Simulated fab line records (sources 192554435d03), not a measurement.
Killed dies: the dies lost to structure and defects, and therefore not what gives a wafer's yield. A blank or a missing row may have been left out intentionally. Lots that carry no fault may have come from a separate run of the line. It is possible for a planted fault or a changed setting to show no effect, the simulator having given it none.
fab line records    flow n5_finfet
record lots=10  wafers=27  last_day=16
route steps=1938 shown BEOL_M10@1472 PASSIVATION@1936
lots that met no fault: taken from a fault-free run of the same line
start_h: hours from the record's opening day to when the first of the lot's shown wafers began    wait_h: hours since the lot's step before    " as in the row above    L1.1+2: one row covering several wafers at once    - no value, or no start was given    * or withheld: withheld    < > ~ a bound
route shown NAME@n: names a module that has steps shown in the file, with the first one's number in the route    usual: mean/standard deviation of fault-free wafers    same: alike in all rows    chamber/n: place in a boat    sites: per-site readings    _std_site: standard deviation of those values    _edge_site: the outer-site mean with the inner-site mean subtracted    radius_mm: for every site, how far away it sits from the centre of the wafer    mask NAME#n: copy n    behind: the tool/chamber that last shaped the wafer    hold: the reason the lot was held/the length of the hold in hours/how it ended    device: transistor that didn't switch, given as n, p or np    end of line: tests of these same wafers at the route's end    for a step that has no rows: nothing shown but its recipe    killed: the dies lost at the first sort to structure and to defects; this is not the yield of the wafer    map: the dies of a wafer, with x for killed, . for not killed, _ for no die there
set.NAME: the setting the step ran with; set.NAME@STEP: the setting that earlier step ran with    model.NAME: the simulator's own value behind a step, which no gauge read
the route's steps for a sample of lots (tables are steps, rows are wafers)
services: a tool's chamber out of use, with start hour (start_h, from the record's first day; less than 0 if before it), hours out, and reason
## steps
# step N5_BEOL_M10_THK_MEAS_01
# recipe reads=SiCOH_lowk_of_BEOL_M10_ILD_DEP_00
# usual M10_ILD_THK=267/3.8
lot.wafer  tool           chamber  start_h  wait_h  M10_ILD_THK[nm]
L192.1     film_metro-02  -        211.67   0.4     257
L192.2     "              -        "        "       261
L192.3     "              -        "        "       261
L194.2     film_metro-02  -        225.35   0.4     268
L194.5     "              -        "        "       264
L194.6     "              -        "        "       267
L195.1     film_metro-02  -        225.87   0.4     267
L195.2     "              -        "        "       270
L195.5     "              -        "        "       271
L196.2     film_metro-02  -        232.59   0.4     265
L196.4     "              -        "        "       266
L196.6     "              -        "        "       266
L199.1     film_metro-02  -        261.39   0.4     271
L199.3     "              -        "        "       269
L199.6     "              -        "        "       273
L204.2     film_metro-02  -        274.54   0.4     264
L204.4     "              -        "        "       267
L203.4     film_metro-01  -        286.37   0.2     266
L203.5     "              -        "        "       267
L206.2     film_metro-02  -        294.08   0.4     263
L206.4     "              -        "        "       266
L206.6     "              -        "        "       268
L209.1     film_metro-01  -        318.87   0.8     265
L209.2     "              -        "        "       269
L212.4     film_metro-01  -        333.61   0.2     268
L212.5     "              -        "        "       270
L212.6     "              -        "        "       267
# step N5_BEOL_M10_ETCH_62
# recipe chemistry=N2/H2  target=SOC  target_depth_a=1100  overetch_a=220  mask_material=SiARC  temp_c=40  time_s=165  ion_energy_ev=200  pressure_mtorr=30  source_w=840  bias_w=150  n2_flow_sccm=200  h2_flow_sccm=200
# usual drypump_motor_current_A=5.9/0.34  oes_product_au=0.69/0.068  rf_vpp_V=524.2/1.6  showerhead_plenum_p_Torr=2.55/0.052  throttle_valve_pct=17.82/0.3
lot.wafer  tool         chamber  start_h  wait_h  drypump_motor_current_A  oes_product_au  rf_hours_counter_h  rf_vpp_V  showerhead_plenum_p_Torr  throttle_valve_pct
L192.1     rie_diel-02  1        212.84   0.0     6.3                      0.71            46                  525.3     2.58                      17.84
L192.2     "            0        "        "       5.9                      0.62            173                 523.7     2.55                      18.15
L192.3     "            2        "        "       6.0                      0.66            110                 524.0     2.56                      17.59
L194.2     rie_diel-01  2        226.95   0.0     6.5                      0.77            20                  526.1     2.58                      17.40
L194.5     "            1        "        "       5.8                      0.77            -                   525.9     2.61                      17.78
L194.6     "            2        "        "       6.5                      0.78            -                   523.8     2.58                      17.41
L195.1     rie_diel-04  1        227.40   0.0     6.6                      0.69            79                  522.0     2.47                      17.78
L195.2     "            3        "        "       5.2                      0.59            250                 523.7     2.51                      18.38
L195.5     "            0        "        "       5.9                      0.74            -                   525.6     2.59                      17.35
L196.2     rie_diel-01  2        233.88   0.0     6.4                      0.77            22                  526.4     2.58                      17.40
L196.4     "            0        "        "       5.9                      0.60            233                 521.4     2.40                      18.19
L196.6     "            1        "        "       5.8                      0.76            -                   525.4     2.60                      17.77
L199.1     rie_diel-02  0        262.64   0.0     5.9                      0.61            195                 524.8     2.54                      18.20
L199.3     "            2        "        "       6.0                      0.66            119                 523.8     2.55                      17.62
L199.6     "            2        "        "       6.0                      0.66            -                   524.4     2.55                      17.60
L204.2     rie_diel-02  2        275.68   0.0     6.0                      0.64            125                 524.4     2.55                      17.62
L204.4     "            2        "        "       6.0                      0.65            -                   522.9     2.55                      17.60
L203.4     rie_diel-02  1        290.44   0.0     6.3                      0.68            78                  525.1     2.57                      17.89
L203.5     "            3        "        "       5.7                      0.83            -                   524.5     2.59                      17.39
L206.2     rie_diel-04  3        295.28   0.0     5.2                      0.77            18                  523.9     2.50                      18.07
L206.4     "            0        "        "       5.9                      0.71            65                  524.9     2.58                      17.39
L206.6     "            3        "        "       5.2                      0.77            -                   523.2     2.50                      18.06
L209.1     rie_diel-04  1        320.68   0.0     6.6                      0.66            116                 521.8     2.45                      17.85
L209.2     "            0        "        "       5.9                      0.70            75                  525.0     2.58                      17.42
L212.4     rie_diel-01  0        335.36   0.0     5.9                      0.80            8                   528.0     2.70                      17.81
L212.5     "            1        "        "       5.8                      0.71            -                   524.4     2.59                      17.88
L212.6     "            0        "        "       6.0                      0.80            -                   529.8     2.70                      17.82
# step N5_BEOL_M10_HM_OPEN_17
# recipe chemistry=Cl2/BCl3  target_depth_a=200  overetch_a=60  target=TiN  mask_material=SOC  ion_energy_ev=150  pressure_mtorr=10  icp_w=1000  bias_w=126  Cl2_flow_sccm=53.25  bcl3_flow_sccm=21.75  Ar_flow_sccm=25
# usual bcl3_flow_sccm=21.77/0.07  drypump_motor_current_A=5.43/0.22  he_backside_leak_sccm=3.41/0.29  oes_ar_750_au=0.78/0.095  oes_product_au=0.66/0.07  throttle_valve_pct=22.34/0.27
lot.wafer  tool          chamber  start_h  wait_h  bcl3_flow_sccm  drypump_motor_current_A  he_backside_leak_sccm  oes_ar_750_au  oes_product_au  rf_hours_counter_h  throttle_valve_pct
L192.1     rie_metal-03  0        213.02   0.0     21.79           5.46                     3.15                   0.81           0.68            35                  22.25
L192.2     "             1        "        "       21.76           5.84                     3.68                   0.92           0.76            7                   22.38
L192.3     "             1        "        "       21.61           5.83                     3.75                   0.92           0.78            -                   22.41
L194.2     rie_metal-03  0        227.14   0.0     21.70           5.44                     3.17                   0.80           0.67            36                  22.25
L194.5     "             1        "        "       21.75           5.85                     3.65                   0.91           0.77            -                   22.40
L194.6     "             0        "        "       21.73           5.42                     3.16                   0.80           0.68            -                   22.24
L195.1     rie_metal-03  0        227.59   0.0     21.87           5.47                     3.16                   0.80           0.68            36                  22.25
L195.2     "             1        "        "       21.75           5.86                     3.62                   0.91           0.78            8                   22.40
L195.5     "             1        "        "       21.77           5.85                     3.70                   0.91           0.77            -                   22.40
L196.2     rie_metal-02  1        234.07   0.0     21.66           5.06                     3.69                   0.92           0.77            11                  22.48
L196.4     "             0        "        "       21.79           5.61                     3.26                   0.70           0.64            -                   22.36
L196.6     "             0        "        "       21.78           5.61                     3.04                   0.71           0.64            -                   22.35
L199.1     rie_metal-02  0        262.84   0.0     21.85           5.65                     3.13                   0.70           0.62            49                  22.38
L199.3     "             1        "        "       21.79           5.08                     3.59                   0.91           0.74            -                   22.52
L199.6     "             1        "        "       21.83           5.08                     3.51                   0.91           0.75            -                   22.50
L204.2     rie_metal-01  1        275.86   0.0     21.86           5.36                     3.15                   0.81           0.69            27                  21.88
L204.4     "             1        "        "       21.82           5.35                     3.25                   0.81           0.70            -                   21.89
L203.4     rie_metal-02  0        290.65   0.1     21.73           5.59                     3.39                   0.69           0.62            -                   22.37
L203.5     "             1        "        "       21.68           5.05                     3.66                   0.91           0.74            -                   22.50
L206.2     rie_metal-02  0        295.47   0.0     21.73           5.62                     3.29                   0.69           0.62            52                  22.38
L206.4     "             1        "        "       21.84           5.06                     3.36                   0.90           0.75            -                   22.48
L206.6     "             1        "        "       21.83           5.05                     3.26                   0.91           0.75            -                   22.50
L209.1     rie_metal-01  1        320.87   0.0     21.75           5.30                     3.11                   0.79           0.68            31                  21.91
L209.2     "             0        "        "       21.75           5.43                     3.54                   0.66           0.56            100                 22.65
L212.4     rie_metal-02  0        335.58   0.1     21.84           5.62                     3.27                   0.68           0.62            -                   22.38
L212.5     "             0        "        "       21.77           5.60                     3.57                   0.68           0.62            -                   22.37
L212.6     "             1        "        "       21.70           5.07                     3.80                   0.89           0.73            -                   22.51
# step N5_BEOL_M10_CD_MEAS_18
# recipe pitch_nm=140  target_cd_nm=70
# usual cd_nm=70.1/0.64
lot.wafer  tool       chamber  start_h  wait_h  cd_nm
L192.1     cd_sem-03  -        213.21   0.1     70.0
L192.2     "          -        "        "       70.8
L192.3     "          -        "        "       71.1
L194.2     cd_sem-01  -        227.35   0.1     70.7
L194.5     "          -        "        "       70.1
L194.6     "          -        "        "       71.0
L195.1     cd_sem-02  -        228.00   0.1     70.3
L195.2     "          -        "        "       69.2
L195.5     "          -        "        "       69.9
L196.2     cd_sem-01  -        234.25   0.1     70.4
L196.4     "          -        "        "       70.0
L196.6     "          -        "        "       69.6
L199.1     cd_sem-01  -        263.22   0.0     69.3
L199.3     "          -        "        "       69.4
L199.6     "          -        "        "       69.5
L204.2     cd_sem-03  -        276.04   0.1     72.7
L204.4     "          -        "        "       71.1
L203.4     cd_sem-02  -        290.85   0.0     70.3
L203.5     "          -        "        "       72.2
L206.2     cd_sem-03  -        295.66   0.1     69.1
L206.4     "          -        "        "       69.8
L206.6     "          -        "        "       70.7
L209.1     cd_sem-03  -        321.09   0.0     69.8
L209.2     "          -        "        "       70.6
L212.4     cd_sem-01  -        335.80   0.1     69.8
L212.5     "          -        "        "       69.7
L212.6     "          -        "        "       71.1
# step N5_BEOL_M10_INSPECT_30
# recipe mode=adi  inspect_instrument=brightfield
# usual raw_defect_count=430/88
lot.wafer  tool               chamber  start_h  wait_h  raw_defect_count
L192.1     defect_inspect-01  -        213.71   0.0     415
L192.2     "                  -        "        "       493
L192.3     "                  -        "        "       556
L194.2     defect_inspect-02  -        228.70   0.0     311
L194.5     "                  -        "        "       378
L194.6     "                  -        "        "       502
L195.1     defect_inspect-02  -        228.84   0.0     277
L195.2     "                  -        "        "       282
L195.5     "                  -        "        "       385
L196.2     defect_inspect-01  -        234.62   0.0     434
L196.4     "                  -        "        "       291
L196.6     "                  -        "        "       337
L199.1     defect_inspect-02  -        264.30   0.0     382
L199.3     "                  -        "        "       423
L199.6     "                  -        "        "       312
L204.2     defect_inspect-02  -        276.38   0.0     390
L204.4     "                  -        "        "       437
L203.4     defect_inspect-02  -        293.04   0.0     391
L203.5     "                  -        "        "       517
L206.2     defect_inspect-02  -        296.29   0.0     365
L206.4     "                  -        "        "       432
L206.6     "                  -        "        "       397
L209.1     defect_inspect-02  -        321.48   0.0     489
L209.2     "                  -        "        "       419
L212.4     defect_inspect-02  -        337.38   0.0     389
L212.5     "                  -        "        "       545
L212.6     "                  -        "        "       353
# step N5_BEOL_M10_CD_MEAS_35
# recipe target_cd_nm=70  polarity=opening
# usual cd_nm=70.1/0.62
lot.wafer  tool       chamber  start_h  wait_h  cd_nm
L192.1     cd_sem-01  -        214.42   0.0     70.3
L192.2     "          -        "        "       70.9
L192.3     "          -        "        "       71.0
L194.2     cd_sem-03  -        229.82   0.0     70.7
L194.5     "          -        "        "       69.7
L194.6     "          -        "        "       70.7
L195.1     cd_sem-02  -        229.86   0.0     69.7
L195.2     "          -        "        "       69.4
L195.5     "          -        "        "       69.8
L196.2     cd_sem-02  -        235.57   0.0     70.1
L196.4     "          -        "        "       70.1
L196.6     "          -        "        "       69.3
L199.1     cd_sem-03  -        264.98   0.0     69.3
L199.3     "          -        "        "       68.9
L199.6     "          -        "        "       68.8
L204.2     cd_sem-03  -        277.06   0.0     73.2
L204.4     "          -        "        "       71.3
L203.4     cd_sem-01  -        293.73   0.0     70.5
L203.5     "          -        "        "       72.4
L206.2     cd_sem-02  -        296.97   0.0     68.9
L206.4     "          -        "        "       70.2
L206.6     "          -        "        "       69.9
L209.1     cd_sem-03  -        322.16   0.0     69.9
L209.2     "          -        "        "       70.2
L212.4     cd_sem-03  -        338.14   0.0     70.1
L212.5     "          -        "        "       69.8
L212.6     "          -        "        "       70.7
# step N5_PASSIVATION_PROBE_49
# usual defect_limited_yield=91.1/1.4  killed_at_M0_to_M3=33/9.1  killed_at_M4_up=14/5.6  killed_at_contacts=13/5.7  killed_at_front_end=42/12  killed_at_other=4/3  killed_dies=105/16  killed_open=69/11  killed_short=34/7.5  sort_bin_5_function=5.2/0.91  sort_bin_6_memory=3.3/0.64  sort_bin_8_speed=0.0/0.37  sort_n_pass=1075/16  sort_yield_pct=91.1/1.4
# same gross_dies=1180  killed_at_back_side=0  sort_bin_4_leakage[%]=0
lot.wafer  tool       chamber  start_h  wait_h  defect_limited_yield[%]  killed_at_M0_to_M3  killed_at_M4_up  killed_at_contacts  killed_at_front_end  killed_at_other  killed_dies  killed_open  killed_short  sort_bin_5_function[%]  sort_bin_6_memory[%]  sort_bin_8_speed[%]  sort_n_pass  sort_yield_pct[%]
L194.2     prober-02  -        281.85   0.1     90.8                     31                  15               31                  26                   5                108          73           33            5.6                     3.5                   0                    1072         90.8
L194.5     prober-02  -        282.00   0.2     92.6                     26                  21               11                  24                   5                87           59           23            4.3                     3.0                   0                    1093         92.6
L194.6     prober-02  -        282.05   0.3     92.0                     25                  24               11                  29                   5                94           64           30            4.8                     2.9                   0                    1086         92.0
L204.2     prober-02  -        326.55   0.1     91.4                     32                  20               10                  37                   3                102          72           28            5.5                     2.8                   0                    1078         91.4
L204.4     prober-02  -        326.65   0.2     91.3                     31                  19               7                   39                   7                103          58           33            5.1                     2.6                   0                    1077         91.3
L203.5     prober-01  -        340.93   0.2     91.0                     26                  12               10                  54                   4                106          72           32            4.9                     3.8                   0                    1074         91.0
L209.1     prober-01  -        368.26   0.0     95.0                     27                  9                1                   18                   4                59           31           27            3.5                     1.4                   0                    1121         95.0
L209.2     prober-01  -        368.31   0.1     93.1                     25                  12               4                   33                   8                82           63           19            3.7                     3.1                   0                    1098         93.1
L212.4     prober-01  -        382.69   0.2     91.3                     25                  21               8                   47                   2                103          59           42            4.5                     3.5                   0                    1077         91.3
L212.5     prober-01  -        382.74   0.2     90.9                     30                  16               11                  50                   0                107          62           42            5.8                     3.1                   0                    1073         90.9
L212.6     prober-01  -        382.79   0.3     90.2                     45                  14               15                  41                   1                116          73           38            5.6                     4.0                   0                    1064         90.2
# killed by level:class
L194.2 MOL_CONTACT_COAG:geometric_particle:open=23 BEOL_M3:geometric_particle:open=8 MOL_CONTACT_COAG:geometric_particle:short=7 BEOL_M2:geometric_particle:open=6 BEOL_M5:geometric_particle:open=6 GATE_CUT:geometric_particle:short=5 BEOL_M0_SAQP:geometric_particle:open=5 BEOL_M4:geometric_particle:open=4
L194.5 BEOL_M4:geometric_particle:open=11 MOL_CONTACT_COAG:geometric_particle:open=10 BEOL_M3:geometric_particle:open=10 FIN_SAQP:geometric_particle:short=5 FIN_SAQP:geometric_particle:open=4 GATE_CUT:geometric_particle:short=4 BEOL_M1:geometric_particle:open=4 BEOL_M3:geometric_particle:short=3
L194.6 BEOL_M3:geometric_particle:open=14 MOL_CONTACT_COAG:geometric_particle:open=10 FIN_SAQP:geometric_particle:short=5 GATE_CUT:geometric_particle:short=5 BEOL_M2:geometric_particle:open=5 BEOL_M4:geometric_particle:short=5 STARTING-WAFER:geometric_particle:open=5 FIN_SAQP:geometric_particle:open=4
L204.2 FIN_SAQP:geometric_particle:open=15 BEOL_M4:geometric_particle:open=8 BEOL_M0_SAQP:geometric_particle:short=7 BEOL_M1:geometric_particle:open=7 BEOL_M3:geometric_particle:open=7 DUMMY_GATE:geometric_particle:open=6 MOL_CONTACT_COAG:geometric_particle:open=6 BEOL_M0_SAQP:geometric_particle:open=6
L204.4 FIN_SAQP:geometric_particle:open=16 HKMG_FIN:area_etch=10 BEOL_M3:geometric_particle:open=8 BEOL_M0_SAQP:geometric_particle:short=7 BEOL_M0_SAQP:geometric_particle:open=6 BEOL_M4:geometric_particle:open=6 BEOL_M4:geometric_particle:short=6 MOL_CONTACT_COAG:geometric_particle:open=4
L203.5 STI_FIN_REVEAL:geometric_particle:open=15 FIN_SAQP:geometric_particle:short=9 MOL_CONTACT_COAG:geometric_particle:open=9 BEOL_M3:geometric_particle:open=8 FIN_SAQP:geometric_particle:open=7 STI_FIN_REVEAL:geometric_particle:short=6 BEOL_M1:geometric_particle:open=6 BEOL_M4:geometric_particle:open=5
L209.1 BEOL_M0_SAQP:geometric_particle:short=7 BEOL_M3:geometric_particle:open=7 FIN_SAQP:geometric_particle:short=6 BEOL_M1:geometric_particle:open=4 FIN_SAQP:geometric_particle:open=2 ILD0:geometric_particle:open=2 GATE_CUT:geometric_particle:open=2 BEOL_M1:geometric_particle:short=2
L209.2 STI_FIN_REVEAL:geometric_particle:open=13 BEOL_M1:geometric_particle:open=12 BEOL_M5:geometric_particle:open=5 BEOL_M0_SAQP:geometric_particle:open=5 FIN_CUT:geometric_particle:short=3 GATE_CUT:geometric_particle:open=3 MOL_CONTACT_COAG:geometric_particle:open=3 BEOL_M3:geometric_particle:open=3
L212.4 STI_FIN_REVEAL:geometric_particle:open=12 BEOL_M4:geometric_particle:open=10 FIN_SAQP:geometric_particle:short=9 MOL_CONTACT_COAG:geometric_particle:open=7 BEOL_M3:geometric_particle:open=7 FIN_SAQP:geometric_particle:open=5 ILD0:geometric_particle:short=5 GATE_CUT:geometric_particle:short=5
L212.5 FIN_SAQP:geometric_particle:short=9 STI_FIN_REVEAL:geometric_particle:open=9 MOL_CONTACT_COAG:geometric_particle:open=8 BEOL_M4:geometric_particle:short=7 STARTING-WAFER:geometric_particle:open=7 BEOL_M0_SAQP:geometric_particle:short=6 GATE_CUT:geometric_particle:short=6 BEOL_M2:geometric_particle:open=6
L212.6 MOL_CONTACT_COAG:geometric_particle:open=13 STI_FIN_REVEAL:geometric_particle:open=12 BEOL_M0_SAQP:geometric_particle:open=12 BEOL_M0_SAQP:geometric_particle:short=11 GATE_CUT:geometric_particle:short=6 BEOL_M3:geometric_particle:open=6 FIN_SAQP:geometric_particle:open=4 DUMMY_GATE:geometric_particle:open=4
## services
tool          chamber  start_h  hours  kind
rie_diel-04   2        220.67   -      clean
rie_diel-04   2        220.67   -      consumable_replace:focus_ring
rie_diel-04   2        220.67   14.0   scheduled_down
rie_diel-04   2        220.67   14.0   vent_cycle
rie_diel-02   2        231.84   21.6   repair
rie_diel-04   3        234.81   -      clean
rie_diel-04   3        234.81   -      consumable_replace:focus_ring
rie_diel-04   3        234.81   14.7   scheduled_down
rie_diel-04   3        234.81   14.7   vent_cycle
rie_diel-02   3        264.19   -      clean
rie_diel-02   3        264.19   -      consumable_replace:focus_ring
rie_diel-02   3        264.19   19.1   scheduled_down
rie_diel-02   3        264.19   19.1   vent_cycle
rie_diel-04   2        265.77   9.3    repair
rie_metal-03  -        272.56   2.8    pm
rie_diel-01   0        286.63   -      clean
rie_diel-01   0        286.63   -      consumable_replace:focus_ring
rie_diel-01   0        286.63   -      consumable_replace:showerhead
rie_diel-01   0        286.63   28.2   scheduled_down
rie_diel-01   0        286.63   28.2   vent_cycle
## key
first_sign step=N5_BEOL_M10_CD_MEAS_18  reading=cd_nm  direction=up  sigmas=3.7  usual=70.1  struck=72.4
effect step=N5_BEOL_M10_CD_MEAS_35  reading=cd_nm  direction=up  sigmas=4.4  usual=70.1  struck=72.8
met_at N5_BEOL_M10_ETCH_62
struck_lots L203,L204
struck_wafers L203.5,L204.2
baseline_loss step=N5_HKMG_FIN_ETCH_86  wafers=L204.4
not_acting_at N5_BEOL_M10_THK_MEAS_01,N5_BEOL_M10_HM_OPEN_17,N5_BEOL_M10_INSPECT_30
onset_between 262.64 275.68
fault kind=process_parameter_drift  tool=rie_diel-02  chamber=-  onset_h=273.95  steps=N5_BEOL_M10_ETCH_62  channel=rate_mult  offset=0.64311  shape=step  end_h=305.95  scope=struck_wafers_only
# baseline_loss: these wafers lose ten dies or more at that step, a loss of the line's own and not of a fault; the sort's usual values leave them out
